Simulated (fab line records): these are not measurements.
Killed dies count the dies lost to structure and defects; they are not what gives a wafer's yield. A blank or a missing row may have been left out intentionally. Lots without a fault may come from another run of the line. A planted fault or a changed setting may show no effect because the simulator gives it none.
A lot that was struck, set against a sound lot || flow n5_finfet || 40 steps out of a route of 1938
Sound: wafers L875.2, L875.4, L875.5. Struck: wafer L869.2; the same lot's L869.5 was not struck, so it is left out; see the end for the cause.
Order at every step that has rows: each side's tool, ch and its chambers, its first start. Under that, the readings that differ: sound wafers || struck wafers || difference of the means || sigmas: that difference in standard deviations of wafers without a fault.
alike: readings with means less than 2 such deviations apart, plus words and numbers identical on both sides. not compared: withheld readings, readings lacking a value on some wafer, bounds such as >300 that could conceal the same value, and numbers that have no deviation in the record and whose values overlap.
The two part at a step that has a row with sigmas, a row that says differs or no value, or rows on one side only. Numbers that have no deviation but don't overlap get no sigmas and don't part them. A reading that every wafer of one side lacks parts them only if that side has two wafers or more.

first, 9 steps without rows for these wafers: N5_BEOL_M4_ANNEAL_95 (time 240 s); N5_BEOL_M4_SPUTTER_96 (material Cu, target thk 4.5 nm, time 8.29 s); N5_BEOL_M4_ECD_50 (material Cu, target thk 300 nm); N5_BEOL_M4_ANNEAL_51 (time 90 s); N5_BEOL_M4_CMP_52 (polishes, stops on SiOC, t overpolish 6.8 s, target thk 40 nm); N5_BEOL_M4_PRE_CLEAN_60 (time 15 s); N5_BEOL_M4_CO_CAP_55 (material Co, precursor CCTBA/H2, target thk 2 nm, time 102.1 s); N5_BEOL_M4_PRE_CLEAN_56 (time 15 s); N5_BEOL_M4_DEP_57 (deposits SiCN from 3MS/NH3, target thk 8 nm, time 14 s).
N5_BEOL_M4_RC_MEAS_101:
  sound on prober-02 ch 0, day 12 07:10; struck on prober-02 ch 0, day 11 04:28
  alike: DIBL_N, DIBL_P, IOFF_N, IOFF_P, ION_N, ION_P, SS_N, SS_P, VT_N, VT_P
then, 24 steps without rows for these wafers: N5_BEOL_M5_ILD_DEP_00 (deposits SiCOH lowk from DEMS/porogen, target thk 140.64 nm, time 25.9 s); N5_BEOL_M5_CURE_79 (cures SiCOH lowk, time 240 s); N5_BEOL_M5_PECVD_70 (deposits SiO2 from TEOS/O2, target thk 16 nm, time 18 s); N5_BEOL_M5_HM_DEP_02 (deposits TiN, target thk 20 nm); N5_BEOL_M5_COAT_59 (time 60 s, resist thk 60 nm); N5_BEOL_M5_COAT_60 (time 60 s, resist thk 12 nm); N5_BEOL_M5_COAT_71 (time 60 s, resist thk 5 nm); N5_BEOL_M5_COAT_05 (resist thk 30 nm); N5_BEOL_M5_EBR_07; N5_BEOL_M5_SOFTBAKE_06 (time 60 s); N5_BEOL_M5_EXPOSE_08 (exposes mask M5, target cd 28 nm); N5_BEOL_M5_PEB_09 (peb time 60 s); N5_BEOL_M5_DEVELOP_10 (develop time 30 s); N5_BEOL_M5_DESCUM_16 (chemistry O2, time 7 s); N5_BEOL_M5_ETCH_72 (etches underlayer in N2/H2, target depth 6.5 nm, time 5.2 s); N5_BEOL_M5_ETCH_61 (etches SiARC in CF4, target depth 15.6 nm, time 26 s); N5_BEOL_M5_ETCH_62 (etches SOC in N2/H2, target depth 75 nm, overetch 15 nm, time 112.5 s); N5_BEOL_M5_STRIP_63 (strips in N2/H2); N5_BEOL_M5_STRIP_73 (strips in N2/H2); N5_BEOL_M5_STRIP_64 (strips in CF4); N5_BEOL_M5_HM_OPEN_17 (chemistry Cl2/BCl3, target TiN, target depth 20 nm, overetch 6 nm); N5_BEOL_M5_STRIP_19 (strips in O2); N5_BEOL_M5_COAT_65 (time 60 s, resist thk 60 nm); N5_BEOL_M5_COAT_66 (time 60 s, resist thk 12 nm).
N5_BEOL_M5_TRENCH_ETCH_37: etches SiCOH lowk in C4F6/O2, target depth 71.652 nm, time 24.7 s.
  sound on rie_diel-04 ch 2,3, day 12 11:34; struck on rie_diel-06 ch 0, day 11 09:07
{"reading": "oes_o_777_au (a.u.)", "sound": "0.88 1.05 1.06", "struck": 0.76, "difference": -0.24, "sigmas": -3}
{"reading": "run_length_s (s)", "sound": "48.0 48.2 48.6", "struck": 34.0, "difference": -14.3, "sigmas": -37}
{"reading": "showerhead_plenum_p_Torr (Torr)", "sound": "2.76 3.04 3.04", "struck": 2.75, "difference": -0.20, "sigmas": -2}
{"reading": "model.BEOL_M5.feature_depth_nm (nm)", "sound": "69.8 73 73.4", "struck": 29.6, "difference": -42.5, "sigmas": ""}
{"reading": "model.etch.depth_nm (nm)", "sound": "69.89 73.04 73.37", "struck": 29.5, "difference": -42.6, "sigmas": ""}
{"reading": "model.TiN_of_BEOL_M5_HM_DEP_02.thk_nm (nm)", "sound": "18 18.4 18", "struck": 19.4, "difference": "+1.3", "sigmas": ""}
  alike: drypump_motor_current_A, oes_product_au, rf_vpp_V, throttle_valve_pct
  not compared: rf_hours_counter_h
N5_BEOL_M5_OCD_MEAS_38:
  sound on ocd-02, day 12 11:44; struck on ocd-01, day 11 09:16
{"reading": "trench_depth_nm (nm)", "sound": "69.5 72.4 73.4", "struck": 29.5, "difference": -42.3, "sigmas": -21}
N5_BEOL_M5_CMP_52: polishes, stops on SiCOH lowk, t overpolish 6.9 s, target thk 62 nm.
  sound on cmp-02 ch 0,2, day 12 18:01; struck on cmp-02 ch 3, day 11 15:37
{"reading": "model.Cu_of_BEOL_M5_ECD_50.thk_nm (nm)", "sound": "58.4 63.8 62.2", "struck": 20.4, "difference": -41.1, "sigmas": ""}
  alike: motor_current_A
N5_BEOL_M5_THK_MEAS_53: measures by xrf.
  sound on film_metro-02, day 12 18:19; struck on film_metro-01, day 11 15:52
{"reading": "M5_THK (nm)", "sound": "59.0 64.4 62.6", "struck": 20.6, "difference": -41.4, "sigmas": -18}
N5_BEOL_M5_RS_MEAS_57: uses a four-point probe to measure.
  sound on film_metro-01, day 12 18:38; struck on film_metro-02, day 11 16:08
{"reading": "M5_RS (ohm/sq)", "sound": "0.417 0.374 0.385", "struck": 1.640, "difference": "+1.248", "sigmas": "+69"}
-- record jumps: 4 days separate the struck wafers' starts on either side; left off in module BEOL_M5, taken up again in module PASSIVATION, whose first shown step is the route's number 1936 --
N5_PASSIVATION_PROBE_49:
  sound on prober-02, day 16 17:33; struck on prober-01, day 15 07:40
{"reading": "defect_limited_yield (%)", "sound": "93.8 88.8 91.9", "struck": 0, "difference": -92, "sigmas": -65}
{"reading": "killed_at_M4_up", "sound": "7 14 6", "struck": 1085, "difference": "+1076", "sigmas": "+99 or more"}
{"reading": "killed_dies", "sound": "73 132 95", "struck": 1180, "difference": "+1080", "sigmas": "+68"}
{"reading": "killed_on_rim", "sound": "11 15 11", "struck": 152, "difference": "+140", "sigmas": "+33"}
{"reading": "sort_bin_5_function (%)", "sound": "3.0 6.8 4.7", "struck": 96.9, "difference": "+92.1", "sigmas": "+96"}
{"reading": "sort_n_pass", "sound": "1105 1048 1085", "struck": 0, "difference": -1079, "sigmas": -47}
{"reading": "sort_yield_pct (%)", "sound": "93.6 88.8 91.9", "struck": 0, "difference": -91, "sigmas": -48}
  alike: killed_at_M0_to_M3, killed_at_contacts, killed_at_front_end, killed_at_other, killed_open, killed_short, sort_bin_4_leakage, sort_bin_6_memory, sort_bin_8_speed

== WHERE THEY PART ==
First at N5_BEOL_M5_TRENCH_ETCH_37; last, within this record, at N5_PASSIVATION_PROBE_49.

WHY: the cause the simulator had injected
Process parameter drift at N5_BEOL_M5_TRENCH_ETCH_37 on rie_diel-06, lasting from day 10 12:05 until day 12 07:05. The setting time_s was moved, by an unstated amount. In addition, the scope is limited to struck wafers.
